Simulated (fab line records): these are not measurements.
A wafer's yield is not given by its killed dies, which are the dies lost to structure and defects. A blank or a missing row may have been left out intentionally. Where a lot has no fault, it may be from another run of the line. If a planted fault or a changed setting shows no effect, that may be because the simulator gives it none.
Comparing a struck lot with a sound one ; flow nand_harc ; 14 out of 1159 route steps
Sound: these wafers, L569.2, L569.3, L569.5. Wafers L567.4, L567.5, L567.6 were the ones struck. The cause is given at the end.
Order at every step that has rows: each side's tool, ch and its chambers, its first start. Under that, the readings that differ: sound wafers ; struck wafers ; difference of the means ; sigmas: that difference in standard deviations of wafers without a fault.
alike: a reading whose means differ by less than 2 such deviations, as well as words and numbers matching on both sides. not compared: withheld readings; readings where some wafer has no value; bounds like >300 that might hide an equal value; numbers whose values overlap and for which the record gives no deviation.
A row with sigmas, a row that says differs or no value, or rows on one side alone: a step with any of these is where the two part. Non-overlapping numbers with no deviation appear without sigmas and do not part them. A reading missing from all wafers of one side parts the sides only when that side holds two or more wafers.

first, 1 step without rows for these wafers: NHARC_A_WL_FILL_ANNEAL_08 (time 1800 s).
NHARC_A_WL_FILL_ALD_10: deposits SiO2, target thk 50 nm, pulse time 10 s, ald cycles 500.
  sound on ald_hk-03 ch 1,2,3, day 18 07:19; struck on ald_hk-01 ch 0,1,2, day 17 23:22
  alike: heater_power_outer_w, heater_power_w, precursor_pulse_height_rel
NHARC_A_WL_FILL_ETCHBACK_16: etches the open film in C4F8/O2/Ar, target depth 88 nm, time 17.6 s.
  sound: rie_diel-02 ch 1,3; struck: rie_diel-02 ch 1,2
  alike: oes_product_au, rf_vpp_V
  not compared: rf_hours_counter_h
NHARC_A_WL_FILL_STRIP_29: strips in O2, time 20 s.
  sound on rie_diel-02 ch 0,3, day 18 12:04; struck on rie_diel-02 ch 0,1,2, day 18 03:06
  alike: drypump_motor_current_A, oes_product_au, rf_vpp_V, showerhead_plenum_p_Torr, throttle_valve_pct
  not compared: rf_hours_counter_h
then, 4 steps without rows for these wafers: NHARC_A_WL_FILL_ETCHBACK_17 (etches the open film in Cl2/BCl3, target depth 4 nm, time 26.7 s); NHARC_A_WL_FILL_PRECLEAN_18 (cleans in dHF, time 30 s); NHARC_A_WL_FILL_SRD_21; NHARC_A_WL_FILL_CVD_23 (deposits poly-Si, target thk 40 nm, time 800 s).
NHARC_A_WL_FILL_ETCHBACK_26: etches the open film in HBr, target depth 52 nm, time 13.3 s.
  sound on rie_si-05 ch 1,2,3, day 18 18:31; struck on rie_si-03 ch 0,1, day 18 08:15
reading;sound;struck;difference;sigmas
oes_product_au (a.u.);1.000 1.000 0.987;1.043 1.011 1.038;+0.035;+2
  alike: drypump_motor_current_A, throttle_valve_pct
  not compared: rf_hours_counter_h
then, 2 steps without rows for these wafers: NHARC_A_WL_FILL_PRECLEAN_30 (cleans in dHF, time 10 s); NHARC_A_WL_FILL_SRD_14.
NHARC_A_WL_FILL_ALD_19: deposits TiN, target thk 2 nm, pulse time 3 s, ald cycles 100.
  sound on ald_metal-01 ch 2,3, day 18 18:47; struck on ald_metal-01 ch 0,3, day 18 08:32
  no value came back on the struck wafers for ald_cycles, heater_power_outer_w (W), heater_power_w (W), precursor_pulse_height_rel; on the sound wafers ald_cycles reads 100 100 100
NHARC_A_WL_FILL_CVD_20: deposits W, target thk 75 nm, time 5064 s.
  sound: cvd_w-01 ch 0; struck: cvd_w-01 ch 0,1
  alike: heater_power_w, mfc_h2_sccm, throttle_valve_pct
-- break in the record here, with 4 days between the starts of the struck wafers on either side (left off in module A_WL_FILL, picked up again in module END, where the first step shown is number 1159 on the route) --
NHARC_END_SORT_01:
  at this point the record logs the struck wafers (prober-01 ch 0, day 22 00:35) and has no rows for the sound ones

== WHERE THEY PART ==
At NHARC_A_WL_FILL_ETCHBACK_26 first; at NHARC_END_SORT_01 last (within this record only).

WHY: what had been put in by the simulator
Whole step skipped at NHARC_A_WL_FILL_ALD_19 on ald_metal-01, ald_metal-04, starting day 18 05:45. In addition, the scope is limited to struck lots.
